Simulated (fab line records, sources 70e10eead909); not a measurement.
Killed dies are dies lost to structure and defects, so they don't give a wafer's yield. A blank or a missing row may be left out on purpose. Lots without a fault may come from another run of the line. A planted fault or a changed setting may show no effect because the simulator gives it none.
Which tool did it? | flow nand_harc | 13 lots, 39 wafers sampled, at 5 steps of a route of 1302

WHAT THE GAUGES READ, wafer by wafer
NHARC_P_GATE_CD_MEAS_33. Usual: cd_nm 119 nm, standard deviation 4.5.
lot  | measured     | on        | cd_nm (nm)  | flag
L474 | day 5 19:31  | cd_sem-02 | 128 125 122 |
L475 | day 6 11:33  | cd_sem-03 | 111 120 119 |
L476 | day 6 12:38  | cd_sem-03 | 117 113 118 |
L477 | day 6 23:26  | cd_sem-02 | 112 121 120 |
L481 | day 9 03:18  | cd_sem-01 | 122 119 118 |
L483 | day 9 19:02  | cd_sem-01 | 121 120 128 |
L484 | day 10 00:05 | cd_sem-01 | 113 114 116 |
L486 | day 11 00:37 | cd_sem-01 | 126 122 121 |
L487 | day 11 06:30 | cd_sem-02 | 121 123 119 |
L488 | day 11 21:09 | cd_sem-02 | 118 113 112 |
L489 | day 12 05:35 | cd_sem-01 | 123 121 126 |
L490 | day 12 21:34 | cd_sem-03 | 113 122 117 |
L494 | day 13 21:38 | cd_sem-01 | 127 127 124 |

NHARC_END_SORT_01. Usual: killed_at_array 54, standard deviation 12; killed_at_other 0.7, standard deviation 1.1; killed_at_periphery 3.9, standard deviation 2.8; killed_dies 59, standard deviation 13; killed_open 3.4, standard deviation 2; killed_short 2.5, standard deviation 1.7.
lot  | measured     | on        | killed_at_array | killed_at_other | killed_at_periphery | killed_dies | killed_open | killed_short | flag
L474 | day 25 09:55 | prober-01 | 55 53 60        | 0 0 0           | 622 624 617         | 677 677 677 | 2 1 3       | 3 2 3        | OFF
L476 | day 26 00:58 | prober-02 | 38 43 42        | 1 0 1           | 638 634 634         | 677 677 677 | 3 2 1       | 2 3 3        | OFF
L490 | day 31 11:34 | prober-01 | 44 37 47        | 2 0 1           | 4 2 4               | 50 39 52    | 2 2 5       | 3 1 7        |

WHICH TOOL RAN EACH LOT (tool, then ch and the chambers of the sampled wafers, then the start)
lot  | NHARC_P_GATE_STRIP_101             | NHARC_P_GATE_DESCUM_93             | NHARC_P_GATE_RTA_64
L474 | rie_diel-09 ch 0,1,3, day 6 05:34  | rie_diel-03 ch 0,2,3, day 6 10:08  | rtp_anneal-01, day 6 11:48
L475 | rie_diel-09 ch 1,3, day 6 21:38    | rie_diel-12 ch 0,2,3, day 7 02:31  | rtp_anneal-01, day 7 04:11
L476 | rie_diel-03 ch 0,3, day 6 22:48    | rie_diel-03 ch 0,2, day 7 03:17    | rtp_anneal-02, day 7 05:01
L477 | rie_diel-03 ch 0,2, day 7 09:29    | rie_diel-09 ch 1,3, day 7 14:15    | rtp_anneal-01 ch 0, day 7 15:53
L481 | rie_diel-09 ch 0,1,2, day 9 13:21  | rie_diel-09 ch 0,1,3, day 9 17:54  | rtp_anneal-02 ch 0, day 9 19:32
L483 | rie_diel-03 ch 0,1, day 10 05:07   | rie_diel-09 ch 1,2,3, day 10 09:41 | rtp_anneal-01 ch 0, day 10 11:21
L484 | rie_diel-09 ch 0,2, day 10 10:07   | rie_diel-03 ch 1,2,3, day 10 14:41 | rtp_anneal-02 ch 0, day 10 16:19
L486 | rie_diel-09 ch 0,1,2, day 11 10:52 | rie_diel-09 ch 0,1,3, day 11 15:10 | rtp_anneal-02 ch 0, day 11 16:48
L487 | rie_diel-12 ch 0,1,3, day 11 16:37 | rie_diel-09 ch 1,2,3, day 11 21:17 | rtp_anneal-02 ch 0, day 11 22:59
L488 | rie_diel-03 ch 0,1,2, day 12 07:16 | rie_diel-03 ch 0,1,3, day 12 11:34 | rtp_anneal-01 ch 0, day 12 13:14
L489 | rie_diel-09 ch 0,2,3, day 12 15:41 | rie_diel-09 ch 2,3, day 12 20:01   | rtp_anneal-02 ch 0, day 12 21:47
L490 | rie_diel-03 ch 0,3, day 13 09:51   | rie_diel-03 ch 1,2, day 13 14:08   | rtp_anneal-02 ch 0, day 13 15:47
L494 | rie_diel-12 ch 0,2,3, day 14 07:39 | rie_diel-12 ch 1,2,3, day 14 12:13 | rtp_anneal-02 ch 0, day 14 13:53
- NHARC_P_GATE_STRIP_101: strips in O2, time 20 s.
- NHARC_P_GATE_DESCUM_93: chemistry O2, time 3 s.
- NHARC_P_GATE_RTA_64: time 1 s.

WHAT THE TOOLS THEMSELVES READ (means of the sampled wafers that have a number; where no wafer has one, the mark that the record gives instead)
NHARC_P_GATE_STRIP_101. Usual: drypump_motor_current_A 6.0 A, standard deviation 0.38; oes_product_au 0.995 a.u., standard deviation 0.01; rf_vpp_V 57.7 V, standard deviation 0.82; showerhead_plenum_p_Torr 3.51 Torr, standard deviation 0.099; throttle_valve_pct 17.036 %, standard deviation 0.0098.
lot  | tool        | drypump_motor_current_A (A) | oes_product_au (a.u.) | rf_vpp_V (V) | showerhead_plenum_p_Torr (Torr) | throttle_valve_pct (%) | flag
L474 | rie_diel-09 | 6.1                         | 0.993                 | 58.0         | 3.49                            | 17.029                 |
L475 | rie_diel-09 | 6.2                         | 0.992                 | 58.2         | 3.55                            | 17.034                 |
L476 | rie_diel-03 | 6.3                         | 0.995                 | 58.3         | 3.53                            | 17.031                 |
L477 | rie_diel-03 | 6.3                         | 0.992                 | 58.0         | 3.52                            | 17.031                 |
L481 | rie_diel-09 | 5.9                         | 0.986                 | 57.8         | 3.54                            | 17.035                 |
L483 | rie_diel-03 | 6.2                         | 0.996                 | 57.3         | 3.61                            | 17.041                 |
L484 | rie_diel-09 | 5.9                         | 0.991                 | 57.6         | 3.56                            | 17.031                 |
L486 | rie_diel-09 | 6.0                         | 0.985                 | 58.1         | 3.54                            | 17.030                 |
L487 | rie_diel-12 | 6.1                         | 1.004                 | 58.1         | 3.54                            | 17.038                 |
L488 | rie_diel-03 | 6.1                         | 0.994                 | 57.2         | 3.53                            | 17.030                 |
L489 | rie_diel-09 | 6.0                         | 1.009                 | 57.7         | 3.52                            | 17.039                 |
L490 | rie_diel-03 | 6.1                         | 0.997                 | 57.0         | 3.46                            | 17.040                 |
L494 | rie_diel-12 | 5.8                         | 0.993                 | 57.6         | 3.52                            | 17.035                 |

NHARC_P_GATE_DESCUM_93. Usual: drypump_motor_current_A 6.0 A, standard deviation 0.41; oes_product_au 0.996 a.u., standard deviation 0.013; rf_vpp_V 57.7 V, standard deviation 0.88; showerhead_plenum_p_Torr 1.90 Torr, standard deviation 0.057; throttle_valve_pct 11.312 %, standard deviation 0.0092.
lot  | tool        | drypump_motor_current_A (A) | oes_product_au (a.u.) | rf_vpp_V (V) | showerhead_plenum_p_Torr (Torr) | throttle_valve_pct (%) | flag
L474 | rie_diel-03 | 6.0                         | 0.995                 | 57.1         | 1.87                            | 11.314                 |
L475 | rie_diel-12 | 5.8                         | 1.000                 | 58.4         | 1.92                            | 11.301                 |
L476 | rie_diel-03 | 6.3                         | 0.992                 | 57.4         | 1.91                            | 11.307                 |
L477 | rie_diel-09 | 6.3                         | 1.004                 | 58.2         | 1.92                            | 11.311                 |
L481 | rie_diel-09 | 6.0                         | 0.997                 | 57.4         | 1.89                            | 11.311                 |
L483 | rie_diel-09 | 6.2                         | 0.999                 | 58.4         | 1.94                            | 11.310                 |
L484 | rie_diel-03 | 5.8                         | 0.997                 | 57.2         | 1.87                            | 11.306                 |
L486 | rie_diel-09 | 6.0                         | 0.998                 | 58.5         | 1.89                            | 11.309                 |
L487 | rie_diel-09 | 6.2                         | 1.000                 | 57.4         | 1.94                            | 11.323                 |
L488 | rie_diel-03 | 6.1                         | 0.993                 | 57.9         | 1.92                            | 11.316                 |
L489 | rie_diel-09 | 6.2                         | 1.011                 | 57.2         | 1.93                            | 11.317                 |
L490 | rie_diel-03 | 5.7                         | 0.992                 | 57.4         | 1.87                            | 11.316                 |
L494 | rie_diel-12 | 5.9                         | 1.000                 | 57.8         | 1.88                            | 11.313                 |

NHARC_P_GATE_RTA_64. Usual: anneal_temp_c_max 1057.0, standard deviation 1.2; lamp_power_pct 33.6 %, standard deviation 2; lamp_zone_3_pct 33.6 %, standard deviation 2; wafer_temp_C_max 1054.6, standard deviation 1.1.
lot  | tool          | anneal_temp_c_max | lamp_power_pct (%) | lamp_zone_3_pct (%) | wafer_temp_C_max | flag
L474 | rtp_anneal-01 | -                 | -                  | -                   | -                | OFF
L475 | rtp_anneal-01 | -                 | -                  | -                   | -                | OFF
L476 | rtp_anneal-02 | -                 | -                  | -                   | -                | OFF
L477 | rtp_anneal-01 | 1057.0            | 35.3               | 35.3                | 1054.3           |
L481 | rtp_anneal-02 | 1058.8            | 31.3               | 31.3                | 1056.1           |
L483 | rtp_anneal-01 | 1057.1            | 35.2               | 35.2                | 1054.1           |
L484 | rtp_anneal-02 | 1056.4            | 31.3               | 31.2                | 1054.7           |
L486 | rtp_anneal-02 | 1058.2            | 31.3               | 31.3                | 1056.1           |
L487 | rtp_anneal-02 | 1056.2            | 31.3               | 31.3                | 1055.4           |
L488 | rtp_anneal-01 | 1058.4            | 35.3               | 35.3                | 1054.3           |
L489 | rtp_anneal-02 | 1056.9            | 31.3               | 31.3                | 1055.3           |
L490 | rtp_anneal-02 | 1057.1            | 31.3               | 31.3                | 1055.6           |
L494 | rtp_anneal-02 | 1057.7            | 31.2               | 31.2                | 1055.5           |

THE ANSWER, worked out from the rows above alone
Rule: a lot is off if the mean of its wafers that have a number lies more than 3 standard deviations from the usual mean. A lot without any number at a reading at which 4 lots or more have one is off too. The other lots that the step has rows for count as sound. The gauges are gone through in route order, then the tools' own readings, and for those a lot's mean is taken as printed above. The first step at which some lot is off is used, and at that step the reading that is off furthest; a lot without a number counts as furthest.
Off: L474, L476, at NHARC_END_SORT_01 (killed_at_periphery). Neither off nor sound, because the step has no rows for them: L475, L477, L481, L483, L484, L486, L487, L488, L489, L494.
A tool fits if, at a process step before that reading, it ran every lot that is off, and no sound lot after the first of them. The gauges at NHARC_END_SORT_01 aren't tried: what is off there is off at NHARC_P_GATE_RTA_64 too, on other tools, and a gauge's error can't cause that. None of those tried fits.

WHAT THE SIMULATOR HAD PUT IN
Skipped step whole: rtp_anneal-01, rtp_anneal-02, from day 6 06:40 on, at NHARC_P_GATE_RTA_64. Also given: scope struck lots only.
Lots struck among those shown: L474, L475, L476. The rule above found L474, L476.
